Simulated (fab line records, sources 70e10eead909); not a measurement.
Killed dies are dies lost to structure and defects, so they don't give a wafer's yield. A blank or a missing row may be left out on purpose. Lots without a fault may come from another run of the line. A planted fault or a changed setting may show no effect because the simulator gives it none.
Chamber matching | flow nand_harc | NHARC_A_STAIRCASE_DESCUM_168 on rie_diel-13: 4 sister chambers
The step chemistry O2, time 3 s. 8 wafers are shown with their chamber, then 7 later ones without.

WAFERS WITH THEIR CHAMBER
wafer  | chamber | showerhead_plenum_p_Torr (Torr) | oes_product_au (a.u.)
L076.5 | 0       | 1.79                            | 1.017
L077.4 | 1       | 2.04                            | 1.004
L082.1 | 0       | 1.78                            | 1.012
L091.3 | 2       | 2.02                            | 1.011
L091.5 | 3       | 1.99                            | 1.044
L091.6 | 2       | 2.02                            | 1.016
L090.1 | 1       | 2.02                            | 1.012
L090.4 | 3       | 1.99                            | 1.048

WAFERS WITHOUT THEIR CHAMBER
wafer  | showerhead_plenum_p_Torr (Torr) | oes_product_au (a.u.)
L090.6 | 2.02                            | 1.005
L093.2 | 1.77                            | 1.014
L093.3 | 1.98                            | 1.016
L093.6 | 2.02                            | 1.015
L092.1 | 2.02                            | 1.002
L092.5 | 1.77                            | 1.014
L092.6 | 1.98                            | 1.022

WHICH CHAMBER EACH WENT THROUGH
wafer  | from the rows above          | in truth
L090.6 | can't be placed: 1 or 2      | 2
L093.2 | 0                            | 0
L093.3 | can't be placed: 2 or 1      | 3
L093.6 | can't be placed: 2 or 1      | 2
L092.1 | can't be placed: 1 or 2      | 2
L092.5 | 0                            | 0
L092.6 | can't be placed: 2 or 3 or 1 | 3
Placed correctly: 2 of 7. Can't be placed from these rows: 5 (the true chamber is among the candidates in 4). Placed wrongly: 0.
How it was worked out, from the rows above alone: a wafer's distance from a chamber is the root of the sum, over the readings, of the square of ((its reading less the chamber's mean) divided by the reading's scatter). The wafer belongs to the nearest chamber; if the next one is less than 2 further off, it can't be placed. A chamber's mean is the mean of its shown wafers. The scatter: the root of (the sum of the squares of (reading less its chamber's mean) over the shown wafers, divided by (wafers less chambers)).
